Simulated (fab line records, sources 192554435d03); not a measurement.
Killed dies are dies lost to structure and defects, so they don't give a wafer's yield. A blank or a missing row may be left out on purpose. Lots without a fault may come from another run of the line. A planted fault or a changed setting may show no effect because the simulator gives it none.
Chamber matching | flow n5_finfet | N5_BEOL_M3_PRE_CLEAN_60 on cvd_co-01: 3 sister chambers
The step time 15 s. 3 wafers are shown with their chamber, then 11 later ones without.

WAFERS WITH THEIR CHAMBER
wafer  | chamber | heater_power_w (W)
L088.4 | 1       | 118
L088.5 | 2       | 84
L091.2 | 0       | 87

WAFERS WITHOUT THEIR CHAMBER
wafer  | heater_power_w (W)
L091.4 | 86
L091.5 | 84
L096.2 | 86
L096.4 | 87
L096.6 | 117
L090.2 | 85
L090.4 | 85
L090.6 | 87
L095.3 | 86
L095.4 | 118
L095.6 | 85

WHICH CHAMBER EACH WENT THROUGH
wafer  | from the rows above     | in truth
L091.4 | can't be placed: 0 or 2 | 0
L091.5 | 2                       | 2
L096.2 | can't be placed: 0 or 2 | 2
L096.4 | 0                       | 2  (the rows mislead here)
L096.6 | 1                       | 1
L090.2 | can't be placed: 2 or 0 | 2
L090.4 | can't be placed: 2 or 0 | 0
L090.6 | 0                       | 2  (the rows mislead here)
L095.3 | can't be placed: 0 or 2 | 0
L095.4 | 1                       | 1
L095.6 | can't be placed: 2 or 0 | 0
Placed correctly: 3 of 11. Can't be placed from these rows: 6 (the true chamber is among the candidates in 6). Placed wrongly: 2.
How it was worked out, from the rows above alone: a wafer's distance from a chamber is the root of the sum, over the readings, of the square of ((its reading less the chamber's mean) divided by the reading's scatter). The wafer belongs to the nearest chamber; if the next one is less than 2 further off, it can't be placed. A chamber's mean is the mean of its shown wafers. The scatter: with one shown wafer a chamber, the root of the mean of the squares of how far each hidden wafer lies from its nearest shown one.
